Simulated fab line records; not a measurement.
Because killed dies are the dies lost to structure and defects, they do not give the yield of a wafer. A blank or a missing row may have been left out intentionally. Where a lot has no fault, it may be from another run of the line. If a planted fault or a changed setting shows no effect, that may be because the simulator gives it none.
fab line records | flow n5-finfet
record: lots: 24 wafers: 72 last-day: 18
route steps=1938 shown BEOL_M0@735 BEOL_M1@751
lots that met no fault: from a run of the same line without faults
start-h: hours from the record's opening day to when the first of the lot's shown wafers began | wait-h: how many hours have passed since the lot's step before this one | " as in the row above | L1.1+2: a row that stands for several wafers | - either no value or no given start | * or withheld: withheld | < > ~ a bound
route shown NAME@n: names a module that has steps shown in the file, with the first one's number in the route | usual: mean/standard deviation taken from wafers without a fault | same: alike in all rows | chamber/n: place in a boat | sites: readings site by site | _std_site: the standard deviation of these | _edge_site: outer sites' mean less inner sites' | radius-mm: how far each site lies from the wafer's centre | mask NAME#n: copy n | behind: the tool/chamber that last shaped the wafer | hold: cause of the lot's hold/its duration in hours/its outcome | device: which transistor (n, p or np) failed to switch | end of line: the same wafers' tests at the end of the route | a step with no rows: only its recipe | killed: count of dies lost to structure and defects at first sort (not the wafer's yield) | map: shows each die of a wafer: x if killed, . if not, _ if none is there
set.NAME: the setting as run; set.NAME@STEP: as run at that earlier step | model.NAME: the simulator's own value behind a step, which no gauge read
route steps across a sampled set of lots; one table per step, one row per wafer
services: the hour from which a tool's chamber was out of use, counted from the record's first day as start-h (under 0 if before that day), plus the number of hours and why
== steps ==
step: N5_BEOL_M0_ANNEAL_117
recipe: temp-c: 400 time-s: 60 ambient: vacuum
usual: heater-power-w: 806/84
columns lot.wafer tool chamber start-h wait-h heater-power-w
L074.1 pvd-sputter-03 - 117.81 0.0 930
L074.5 " - " " 784
L074.6 " - " " 947
L075.3 pvd-sputter-03 - 123.37 0.0 784
L075.4 " - " " 951
L075.6 " - " " 704
L076.1 pvd-sputter-03 - 131.96 0.0 699
L076.3 " - " " 701
L076.5 " - " " 801
L077.1 pvd-sputter-01 - 138.78 0.0 740
L077.4 " - " " 823
L077.5 " - " " 747
L078.1 pvd-sputter-01 - 140.03 0.0 751
L078.3 " - " " 861
L078.5 " - " " 932
L079.2 pvd-sputter-03 - 146.10 0.0 671
L079.3 " - " " 795
L079.6 " - " " 950
L080.3 pvd-sputter-01 - 156.92 0.0 909
L080.5 " - " " 902
L080.6 " - " " 818
L081.1 pvd-sputter-01 - 158.17 0.0 801
L081.3 " - " " 883
L081.6 " - " " 851
L082.1 pvd-sputter-03 - 172.81 0.0 799
L082.4 " - " " 725
L082.5 " - " " 951
L083.1 pvd-sputter-03 - 173.25 0.0 945
L083.2 " - " " 690
L083.3 " - " " 797
L084.2 pvd-sputter-03 - 188.51 0.0 810
L084.4 " - " " 688
L084.5 " - " " 717
L085.1 pvd-sputter-03 - 199.77 0.0 704
L085.3 " - " " 684
L085.6 " - " " 686
L086.1 pvd-sputter-01 - 203.53 0.1 749
L086.3 " - " " 888
L086.4 " - " " 812
L088.3 pvd-sputter-02 - 206.68 0.0 809
L088.4 " - " " 870
L088.5 " - " " 839
L087.1 pvd-sputter-02 - 207.12 0.0 684
L087.2 " - " " 871
L087.5 " - " " 679
L089.2 pvd-sputter-02 - 211.06 0.0 680
L089.3 " - " " 848
L089.5 " - " " 881
L090.2 pvd-sputter-02 - 213.94 0.0 798
L090.5 " - " " 889
L090.6 " - " " 688
L091.2 pvd-sputter-01 - 223.17 0.0 805
L091.5 " - " " 847
L091.6 " - " " 739
L092.1 pvd-sputter-02 - 227.52 0.0 823
L092.2 " - " " 813
L092.5 " - " " 687
L093.3 pvd-sputter-03 - 235.69 0.0 937
L093.4 " - " " 743
L093.6 " - " " 697
L094.3 pvd-sputter-01 - 242.23 0.0 872
L094.4 " - " " 740
L094.5 " - " " 892
L095.1 pvd-sputter-01 - 243.81 0.0 877
L095.4 " - " " 920
L095.6 " - " " 796
L096.2 pvd-sputter-02 - 248.14 0.0 678
L096.3 " - " " 824
L096.4 " - " " 818
L097.1 pvd-sputter-01 - 259.37 0.0 829
L097.3 " - " " 916
L097.6 " - " " 863
step: N5_BEOL_M1_ILD_DEP_00
recipe: material: SiOC target-thk-a: 790 temp-c: 350 precursor: DEMS/O2 pressure-torr: 5 rf-w: 500 time-s: 15.3
usual: chamber-pressure-Torr: 5.000/0.012 heater-power-w: 451/58 rf-fwd-power-W: 494.3/1.9 showerhead-plenum-p-Torr: 5.692/0.013 throttle-valve-pct: 12.0/0.84
columns lot.wafer tool chamber start-h wait-h chamber-pressure-Torr heater-power-w rf-fwd-power-W showerhead-plenum-p-Torr throttle-valve-pct
L074.1 pecvd-01 1 119.30 0.0 4.989 383 493.9 5.702 12.7
L074.5 " 1 " " 4.991 389 496.6 5.708 12.8
L074.6 " 0 " " 5.012 463 497.1 5.671 11.1
L075.3 pecvd-01 2 124.81 0.0 5.005 480 492.6 5.702 10.6
L075.4 " 0 " " 5.015 446 497.3 5.679 11.3
L075.6 " 1 " " 5.003 376 496.6 5.701 12.5
L076.1 pecvd-01 1 133.41 0.0 5.012 361 494.7 5.717 12.6
L076.3 " 2 " " 5.014 451 496.9 5.701 10.5
L076.5 " 0 " " 5.017 455 495.0 5.682 11.0
L077.1 pecvd-04 0 140.36 0.0 4.996 436 492.5 5.690 12.7
L077.4 " 0 " " 4.984 431 494.8 5.677 12.7
L077.5 " 1 " " 5.008 422 495.3 5.711 12.1
L078.1 pecvd-04 2 141.52 0.0 5.013 462 491.3 5.693 12.4
L078.3 " 0 " " 4.995 357 493.1 5.667 13.0
L078.5 " 0 " " 4.992 352 491.6 5.672 13.0
L079.2 pecvd-04 1 147.79 0.0 5.019 324 495.1 5.701 12.3
L079.3 " 0 " " 4.991 370 496.9 5.692 12.8
L079.6 " 0 " " 5.002 372 495.0 5.684 13.0
L080.3 pecvd-01 2 158.79 0.0 4.970 498 493.9 5.702 10.7
L080.5 " 1 " " 5.003 440 495.1 5.691 12.5
L080.6 " 2 " " 4.992 502 494.9 5.698 10.8
L081.1 pecvd-01 1 160.31 0.0 5.002 378 495.4 5.712 13.1
L081.3 " 0 " " 4.994 472 494.7 5.682 11.0
L081.6 " 1 " " 5.007 396 495.1 5.724 12.8
L082.1 pecvd-02 2 174.20 0.0 5.013 444 494.4 5.705 11.0
L082.4 " 0 " " 5.000 539 493.6 5.686 12.5
L082.5 " 1 " " 4.992 459 492.9 5.668 12.7
L083.1 pecvd-04 1 174.84 0.0 5.002 362 492.1 5.680 12.0
L083.2 " 0 " " 5.020 370 491.3 5.673 13.0
L083.3 " 2 " " 4.996 410 491.2 5.697 12.6
L084.2 pecvd-04 2 189.91 0.0 5.014 397 493.3 5.694 12.6
L084.4 " 1 " " 4.992 407 495.3 5.688 12.4
L084.5 " 2 " " 4.997 403 492.2 5.685 12.7
L085.1 pecvd-01 0 201.16 0.0 5.001 505 496.9 5.675 11.3
L085.3 " 1 " " 4.981 405 496.4 5.699 12.8
L085.6 " 1 " " 4.997 402 495.8 5.710 12.9
L086.1 pecvd-02 2 205.31 0.0 4.993 484 492.7 5.691 11.4
L086.3 " 0 " " 5.007 555 494.9 5.687 12.7
L086.4 " 0 " " 5.004 569 494.4 5.696 12.6
L088.3 pecvd-01 0 208.10 0.0 4.998 487 493.5 5.687 11.4
L088.4 " 0 " " 4.989 491 494.6 5.672 11.2
L088.5 " 1 " " 4.989 426 494.7 5.692 12.7
L087.1 pecvd-04 1 208.51 0.0 5.021 399 493.2 5.686 12.3
L087.2 " 0 " " 4.999 436 496.4 5.685 13.1
L087.5 " 1 " " 4.995 403 495.4 5.697 12.2
L089.2 pecvd-02 1 212.62 0.0 5.001 464 489.7 5.699 12.4
L089.3 " 2 " " 4.983 408 493.1 5.690 11.6
L089.5 " 0 " " 5.015 587 493.7 5.692 12.7
L090.2 pecvd-02 0 215.34 0.0 5.005 520 494.8 5.672 12.7
L090.5 " 0 " " 5.014 539 493.1 5.686 12.7
L090.6 " 2 " " 4.985 390 493.5 5.690 11.5
L091.2 pecvd-01 0 224.60 0.0 4.989 462 495.8 5.674 11.1
L091.5 " 0 " " 5.006 461 496.7 5.673 11.1
L091.6 " 1 " " 4.993 404 495.9 5.703 13.1
L092.1 pecvd-01 1 228.94 0.0 5.005 380 497.1 5.705 12.8
L092.2 " 2 " " 4.983 459 494.8 5.710 10.7
L092.5 " 1 " " 4.988 372 495.3 5.704 12.9
L093.3 pecvd-01 2 237.30 0.0 5.002 482 497.2 5.699 10.9
L093.4 " 1 " " 5.009 380 499.0 5.703 12.7
L093.6 " 0 " " 5.018 492 495.8 5.671 11.4
L094.3 pecvd-02 2 243.63 0.0 5.008 477 496.1 5.708 11.3
L094.4 " 2 " " 4.999 461 493.1 5.686 11.4
L094.5 " 1 " " 4.984 505 494.2 5.685 12.6
L095.1 pecvd-01 1 245.20 0.0 5.013 431 496.6 5.709 12.7
L095.4 " 1 " " 5.011 428 497.7 5.709 12.8
L095.6 " 2 " " 5.003 513 493.5 5.681 10.8
L096.2 pecvd-02 0 250.02 0.0 4.989 556 490.7 5.699 12.8
L096.3 " 2 " " 4.994 474 491.8 5.692 11.2
L096.4 " 1 " " 5.001 520 491.6 5.674 12.5
L097.1 pecvd-02 1 260.76 0.0 4.996 482 494.9 5.692 12.5
L097.3 " 2 " " 4.990 462 492.8 5.690 11.4
L097.6 " 0 " " 5.024 578 492.8 5.689 12.6
step: N5_BEOL_M1_DESCUM_33
recipe: chemistry: O2 time-s: 7 source-power-w: 50 bias-power-w: 20 pressure-mtorr: 20 rf-frequency-hz: 2.712e+07 temp-c: 40 resist: CAR-EUV o2-flow-sccm: 225
usual: bias-power-w: 20.01/0.06 drypump-motor-current-A: 5.5/0.33 oes-product-au: 0.78/0.071 rf-fwd-power-W: 49.44/0.21 rf-vpp-V: 243.4/1.4 showerhead-plenum-p-Torr: 2.12/0.07 throttle-valve-pct: 20.51/0.21
columns lot.wafer tool chamber start-h wait-h bias-power-w drypump-motor-current-A oes-product-au rf-fwd-power-W rf-hours-counter-h rf-vpp-V showerhead-plenum-p-Torr throttle-valve-pct
L074.1 rie-diel-04 2 121.61 0.0 19.91 5.7 0.73 49.57 147 241.6 2.02 20.40
L074.5 " 0 " " 19.97 5.6 0.87 49.42 - 241.8 2.08 20.51
L074.6 " 3 " " 20.04 5.4 0.73 49.70 - 244.2 2.19 20.58
L075.3 rie-diel-04 0 128.14 0.1 19.99 5.6 0.87 49.59 38 241.2 2.07 20.51
L075.4 " 3 " " 19.92 5.4 0.73 49.42 181 245.3 2.19 20.59
L075.6 " 3 " " 19.98 5.4 0.73 49.45 - 245.7 2.19 20.58
L076.1 rie-diel-04 1 137.92 0.0 20.04 5.0 0.69 49.36 213 242.5 2.06 20.65
L076.3 " 3 " " 19.97 5.4 0.73 49.28 183 244.2 2.19 20.57
L076.5 " 2 " " 20.02 5.7 0.73 49.58 - 242.0 2.02 20.39
L077.1 rie-diel-06 1 145.46 0.0 20.00 5.4 0.85 49.59 54 244.2 2.04 20.63
L077.4 " 2 " " 20.02 6.1 0.77 49.74 118 242.9 2.11 20.46
L077.5 " 2 " " 20.02 6.1 0.79 49.53 - 243.3 2.11 20.46
L078.1 rie-diel-04 2 146.54 0.4 19.94 5.7 0.73 49.38 153 241.8 2.02 20.39
L078.3 " 1 " " 20.16 5.0 0.68 49.35 215 244.3 2.06 20.65
L078.5 " 3 " " 19.93 5.4 0.74 49.62 - 244.6 2.19 20.59
L079.2 rie-diel-04 0 150.34 0.0 20.04 5.6 0.87 49.55 43 244.4 2.07 20.52
L079.3 " 2 " " 20.05 5.7 0.73 49.58 154 241.6 2.02 20.40
L079.6 " 0 " " 20.00 5.6 0.86 49.47 - 243.1 2.07 20.52
L080.3 rie-diel-06 3 163.89 0.0 19.98 5.2 0.87 48.94 40 245.4 2.21 20.07
L080.5 " 3 " " 19.92 5.2 0.87 48.89 - 245.7 2.21 20.06
L080.6 " 0 " " 20.01 5.6 0.76 49.39 - 244.8 2.18 20.45
L081.1 rie-diel-06 1 164.08 0.0 20.00 5.4 0.85 49.70 58 239.6 2.04 20.62
L081.3 " 0 " " 20.03 5.6 0.75 49.30 152 245.0 2.18 20.46
L081.6 " 2 " " 20.02 6.1 0.78 49.67 - 244.5 2.11 20.46
L082.1 rie-diel-06 1 176.86 0.0 20.02 5.4 0.84 49.70 61 242.4 2.04 20.61
L082.4 " 1 " " 20.02 5.4 0.85 49.83 - 240.6 2.04 20.64
L082.5 " 2 " " 20.01 6.1 0.77 49.62 - 243.9 2.11 20.46
L083.1 rie-diel-06 1 177.05 0.0 19.92 5.4 0.85 49.35 61 243.3 2.04 20.61
L083.2 " 0 " " 19.92 5.6 0.75 49.31 155 241.7 2.17 20.45
L083.3 " 2 " " 20.01 6.1 0.76 49.43 128 241.8 2.11 20.46
L084.2 rie-diel-02 3 192.37 0.0 19.98 5.7 0.88 49.30 43 245.0 2.24 20.76
L084.4 " 0 " " 20.05 4.8 0.68 49.46 - 243.5 2.08 20.83
L084.5 " 3 " " 20.01 5.7 0.87 49.31 - 244.8 2.24 20.75
L085.1 rie-diel-02 0 203.76 0.0 20.06 4.7 0.69 49.63 241 242.2 2.08 20.84
L085.3 " 3 " " 19.99 5.7 0.87 49.12 46 243.9 2.24 20.78
L085.6 " 0 " " 20.02 4.8 0.68 49.75 - 241.1 2.08 20.84
L086.1 rie-diel-02 0 209.59 0.0 20.06 4.8 0.69 49.33 242 244.2 2.08 20.86
L086.3 " 2 " " 20.03 5.8 0.93 49.18 20 242.5 2.06 20.15
L086.4 " 1 " " 19.97 6.0 0.71 49.30 211 244.1 2.10 20.78
L088.3 rie-diel-06 2 210.07 0.0 20.00 6.1 0.77 49.72 137 243.3 2.10 20.48
L088.4 " 0 " " 20.08 5.6 0.74 49.26 164 245.1 2.17 20.49
L088.5 " 0 " " 19.97 5.6 0.74 49.37 - 244.2 2.17 20.49
L087.1 rie-diel-02 0 210.65 0.0 20.02 4.8 0.68 49.70 242 242.5 2.08 20.83
L087.2 " 1 " " 20.04 6.0 0.72 49.55 211 241.8 2.10 20.80
L087.5 " 1 " " 20.03 6.0 0.72 49.60 - 243.8 2.10 20.77
L089.2 rie-diel-06 0 215.06 0.0 19.91 5.6 0.73 49.41 167 242.9 2.17 20.48
L089.3 " 3 " " 20.00 5.2 0.85 49.19 49 245.3 2.20 20.06
L089.5 " 0 " " 19.89 5.6 0.74 49.16 - 244.0 2.17 20.49
L090.2 rie-diel-04 1 218.02 0.0 20.14 5.0 0.67 49.66 238 242.4 2.05 20.69
L090.5 " 0 " " 20.02 5.6 0.83 49.22 - 242.0 2.07 20.54
L090.6 " 3 " " 19.95 5.4 0.71 49.57 - 244.0 2.18 20.63
L091.2 rie-diel-06 3 226.49 0.0 20.08 5.2 0.86 49.12 52 244.0 2.20 20.09
L091.5 " 1 " " 19.87 5.4 0.83 49.45 - 243.0 2.03 20.64
L091.6 " 0 " " 20.08 5.6 0.73 49.17 - 245.2 2.17 20.48
L092.1 rie-diel-06 3 232.79 0.0 20.02 5.2 0.85 48.92 54 244.6 2.20 20.07
L092.2 " 0 " " 19.97 5.6 0.72 49.34 172 244.1 2.17 20.49
L092.5 " 2 " " 19.98 6.1 0.76 49.65 - 242.7 2.10 20.49
L093.3 rie-diel-06 3 240.77 0.0 20.09 5.2 0.85 49.15 56 244.6 2.20 20.09
L093.4 " 2 " " 20.09 6.1 0.76 49.65 147 243.2 2.10 20.49
L093.6 " 0 " " 20.11 5.6 0.73 49.47 - 244.5 2.17 20.48
L094.3 rie-diel-06 1 247.82 0.0 20.07 5.4 0.82 49.73 82 241.0 2.03 20.66
L094.4 " 3 " " 20.02 5.2 0.85 49.21 58 245.3 2.20 20.08
L094.5 " 3 " " 20.02 5.2 0.84 49.25 - 246.6 2.20 20.09
L095.1 rie-diel-06 2 248.07 0.0 19.99 6.1 0.77 49.41 150 243.7 2.10 20.49
L095.4 " 0 " " 20.10 5.6 0.73 49.64 176 243.4 2.17 20.49
L095.6 " 0 " " 20.04 5.6 0.73 49.20 - 244.2 2.17 20.47
L096.2 rie-diel-02 1 252.78 0.0 19.98 6.0 0.71 49.36 225 243.0 2.10 20.80
L096.3 " 2 " " 20.03 5.8 0.89 49.23 35 242.7 2.05 20.17
L096.4 " 2 " " 19.97 5.8 0.90 49.13 - 243.5 2.05 20.18
L097.1 rie-diel-04 1 268.45 0.0 19.93 5.0 0.96 49.50 2 243.7 2.05 20.23
L097.3 " 3 " " 20.06 5.4 0.70 49.79 224 244.1 2.18 20.64
L097.6 " 2 " " 20.05 5.7 0.70 49.68 - 242.5 2.00 20.46
step: N5_BEOL_M1_SPUTTER_90
recipe: material: Cu target-thk-a: 45 temp-c: -20 chamber-pressure-pa: 0.07 power-w: withheld time-s: 8.29
usual: throttle-valve-pct: 29.8/1.1
columns lot.wafer tool chamber start-h wait-h throttle-valve-pct
L074.1 pvd-sputter-03 - 126.95 0.1 32.0
L074.5 " - " " 31.8
L074.6 " - " " 28.6
L075.3 pvd-sputter-03 - 133.42 0.1 29.8
L075.4 " - " " 31.7
L075.6 " - " " 28.7
L076.1 pvd-sputter-02 - 143.19 0.1 31.7
L076.3 " - " " 28.8
L076.5 " - " " 29.6
L077.1 pvd-sputter-03 - 148.03 0.1 29.7
L077.4 " - " " 28.6
L077.5 " - " " 31.8
L078.1 pvd-sputter-01 - 152.90 0.1 29.4
L078.3 " - " " 29.8
L078.5 " - " " 31.1
L079.2 pvd-sputter-01 - 156.06 0.1 29.4
L079.3 " - " " 31.1
L079.6 " - " " 31.2
L080.3 pvd-sputter-02 - 169.26 0.1 28.5
L080.5 " - " " 29.0
L080.6 " - " " 31.6
L081.1 pvd-sputter-01 - 174.02 0.1 30.0
L081.3 " - " " 31.2
L081.6 " - " " 31.2
L083.1 pvd-sputter-01 - 182.40 0.1 31.0
L083.2 " - " " 29.8
L083.3 " - " " 29.7
L082.1 pvd-sputter-03 - 182.51 0.1 28.6
L082.4 " - " " 31.8
L082.5 " - " " 28.3
L084.2 pvd-sputter-01 - 206.69 0.1 29.4
L084.4 " - " " 29.6
L084.5 " - " " 29.5
L085.1 pvd-sputter-01 - 211.57 0.1 30.0
L085.3 " - " " 29.5
L085.6 " - " " 29.9
L086.1 pvd-sputter-03 - 215.35 0.1 28.7
L086.3 " - " " 28.4
L086.4 " - " " 32.1
L087.1 pvd-sputter-02 - 215.72 0.1 29.6
L087.2 " - " " 31.7
L087.5 " - " " 31.6
L088.3 pvd-sputter-03 - 218.19 0.1 28.3
L088.4 " - " " 31.8
L088.5 " - " " 28.6
L089.2 pvd-sputter-03 - 220.03 0.1 28.7
L089.3 " - " " 30.1
L089.5 " - " " 31.9
L090.2 pvd-sputter-02 - 226.70 0.1 28.9
L090.5 " - " " 29.8
L090.6 " - " " 31.3
L091.2 pvd-sputter-02 - 230.28 0.1 31.0
L091.5 " - " " 29.5
L091.6 " - " " 31.2
L092.1 pvd-sputter-03 - 239.73 0.1 28.7
L092.2 " - " " 31.7
L092.5 " - " " 31.8
L093.3 pvd-sputter-03 - 244.74 0.1 30.0
L093.4 " - " " 28.6
L093.6 " - " " 31.6
L094.3 pvd-sputter-01 - 253.53 0.1 29.5
L094.4 " - " " 29.9
L094.5 " - " " 29.6
L095.1 pvd-sputter-03 - 253.71 0.1 31.8
L095.4 " - " " 28.4
L095.6 " - " " 29.5
L096.2 pvd-sputter-03 - 268.11 0.1 28.5
L096.3 " - " " 29.9
L096.4 " - " " 28.6
L097.1 pvd-sputter-03 - 279.55 0.1 29.4
L097.3 " - " " 28.2
L097.6 " - " " 29.7
step: N5_BEOL_M1_ANNEAL_91
recipe: temp-c: 400 time-s: 240 ambient: vacuum
usual: heater-power-w: 801/87
columns lot.wafer tool chamber start-h wait-h heater-power-w
L074.1 pvd-sputter-03 - 127.03 0.0 710
L074.5 " - " " 711
L074.6 " - " " 690
L075.3 pvd-sputter-03 - 133.50 0.0 802
L075.4 " - " " 713
L075.6 " - " " 919
L076.1 pvd-sputter-02 - 143.27 0.0 688
L076.3 " - " " 863
L076.5 " - " " 835
L077.1 pvd-sputter-03 - 148.11 0.0 811
L077.4 " - " " 686
L077.5 " - " " 712
L078.1 pvd-sputter-01 - 152.98 0.0 858
L078.3 " - " " 737
L078.5 " - " " 900
L079.2 pvd-sputter-01 - 156.14 0.0 825
L079.3 " - " " 918
L079.6 " - " " 923
L080.3 pvd-sputter-02 - 169.34 0.0 878
L080.5 " - " " 888
L080.6 " - " " 690
L081.1 pvd-sputter-01 - 174.11 0.0 824
L081.3 " - " " 925
L081.6 " - " " 942
L083.1 pvd-sputter-01 - 182.49 0.0 920
L083.2 " - " " 806
L083.3 " - " " 857
L082.1 pvd-sputter-03 - 182.59 0.0 955
L082.4 " - " " 701
L082.5 " - " " 941
L084.2 pvd-sputter-01 - 206.85 0.1 864
L084.4 " - " " 812
L084.5 " - " " 863
L085.1 pvd-sputter-01 - 211.73 0.1 747
L085.3 " - " " 873
L085.6 " - " " 745
L086.1 pvd-sputter-03 - 215.43 0.0 941
L086.3 " - " " 688
L086.4 " - " " 727
L087.1 pvd-sputter-02 - 215.80 0.0 857
L087.2 " - " " 674
L087.5 " - " " 708
L088.3 pvd-sputter-03 - 218.27 0.0 692
L088.4 " - " " 725
L088.5 " - " " 676
L089.2 pvd-sputter-03 - 220.11 0.0 936
L089.3 " - " " 801
L089.5 " - " " 723
L090.2 pvd-sputter-02 - 226.78 0.0 895
L090.5 " - " " 828
L090.6 " - " " 662
L091.2 pvd-sputter-02 - 230.36 0.0 696
L091.5 " - " " 800
L091.6 " - " " 687
L092.1 pvd-sputter-03 - 239.81 0.0 956
L092.2 " - " " 706
L092.5 " - " " 714
L093.3 pvd-sputter-03 - 244.82 0.0 809
L093.4 " - " " 687
L093.6 " - " " 725
L094.3 pvd-sputter-01 - 253.61 0.0 861
L094.4 " - " " 742
L094.5 " - " " 852
L095.1 pvd-sputter-03 - 253.79 0.0 712
L095.4 " - " " 952
L095.6 " - " " 792
L096.2 pvd-sputter-03 - 268.19 0.0 934
L096.3 " - " " 806
L096.4 " - " " 694
L097.1 pvd-sputter-03 - 279.63 0.0 791
L097.3 " - " " 694
L097.6 " - " " 775
step: N5_BEOL_M1_ANNEAL_93
recipe: temp-c: 400 time-s: 240 ambient: vacuum
usual: heater-power-w: 800/87
columns lot.wafer tool chamber start-h wait-h heater-power-w
L074.1 pvd-sputter-03 - 127.25 0.0 730
L074.5 " - " " 714
L074.6 " - " " 699
L075.3 pvd-sputter-03 - 133.72 0.0 814
L075.4 " - " " 696
L075.6 " - " " 938
L076.1 pvd-sputter-02 - 143.49 0.0 681
L076.3 " - " " 853
L076.5 " - " " 818
L077.1 pvd-sputter-03 - 148.33 0.0 792
L077.4 " - " " 698
L077.5 " - " " 716
L078.1 pvd-sputter-01 - 153.20 0.0 861
L078.3 " - " " 749
L078.5 " - " " 902
L079.2 pvd-sputter-01 - 156.36 0.0 880
L079.3 " - " " 895
L079.6 " - " " 905
L080.3 pvd-sputter-02 - 169.56 0.0 875
L080.5 " - " " 864
L080.6 " - " " 680
L081.1 pvd-sputter-01 - 174.35 0.0 806
L081.3 " - " " 925
L081.6 " - " " 915
L083.1 pvd-sputter-01 - 182.74 0.0 911
L083.2 " - " " 807
L083.3 " - " " 844
L082.1 pvd-sputter-03 - 182.81 0.0 938
L082.4 " - " " 717
L082.5 " - " " 948
L084.2 pvd-sputter-01 - 207.29 0.1 866
L084.4 " - " " 815
L084.5 " - " " 851
L085.1 pvd-sputter-01 - 212.17 0.1 750
L085.3 " - " " 865
L085.6 " - " " 744
L086.1 pvd-sputter-03 - 215.65 0.0 954
L086.3 " - " " 687
L086.4 " - " " 714
L087.1 pvd-sputter-02 - 216.02 0.0 848
L087.2 " - " " 688
L087.5 " - " " 674
L088.3 pvd-sputter-03 - 218.49 0.0 706
L088.4 " - " " 712
L088.5 " - " " 680
L089.2 pvd-sputter-03 - 220.33 0.0 923
L089.3 " - " " 798
L089.5 " - " " 724
L090.2 pvd-sputter-02 - 227.00 0.0 876
L090.5 " - " " 807
L090.6 " - " " 699
L091.2 pvd-sputter-02 - 230.58 0.0 687
L091.5 " - " " 837
L091.6 " - " " 689
L092.1 pvd-sputter-03 - 240.03 0.0 931
L092.2 " - " " 718
L092.5 " - " " 729
L093.3 pvd-sputter-03 - 245.04 0.0 786
L093.4 " - " " 706
L093.6 " - " " 707
L094.3 pvd-sputter-01 - 253.83 0.0 857
L094.4 " - " " 730
L094.5 " - " " 867
L095.1 pvd-sputter-03 - 254.01 0.0 681
L095.4 " - " " 945
L095.6 " - " " 801
L096.2 pvd-sputter-03 - 268.41 0.0 924
L096.3 " - " " 800
L096.4 " - " " 687
L097.1 pvd-sputter-03 - 279.85 0.0 806
L097.3 " - " " 691
L097.6 " - " " 822
== services ==
columns tool chamber start-h hours kind
rie-diel-02 3 98.29 13.9 repair
rie-diel-02 - 99.37 0.4 repair
rie-diel-04 - 115.63 0.3 repair
pecvd-02 2 118.84 6.7 repair
pecvd-01 0 127.62 5.5 scheduled-down
pvd-sputter-01 - 133.40 2.5 repair
pecvd-01 2 146.37 5.5 scheduled-down
pecvd-02 2 167.45 5.0 scheduled-down
pecvd-01 0 168.30 5.9 repair
rie-diel-06 3 176.37 19.3 repair
pecvd-04 1 178.07 2.1 scheduled-down
pecvd-02 0 182.67 2.3 repair
pecvd-02 - 184.08 0.6 repair
pecvd-04 2 204.83 2.1 scheduled-down
pecvd-04 2 206.96 - clean
rie-diel-04 0 222.79 11.3 repair
rie-diel-04 2 228.08 2.4 repair
pecvd-02 0 231.33 2.1 scheduled-down
pecvd-01 0 239.22 2.1 scheduled-down
rie-diel-04 1 249.86 - clean
rie-diel-04 1 249.86 - consumable-replace:focus-ring
rie-diel-04 1 249.86 12.2 scheduled-down
rie-diel-04 1 249.86 12.2 vent-cycle
pecvd-01 1 260.84 2.1 scheduled-down
== key ==
fault none
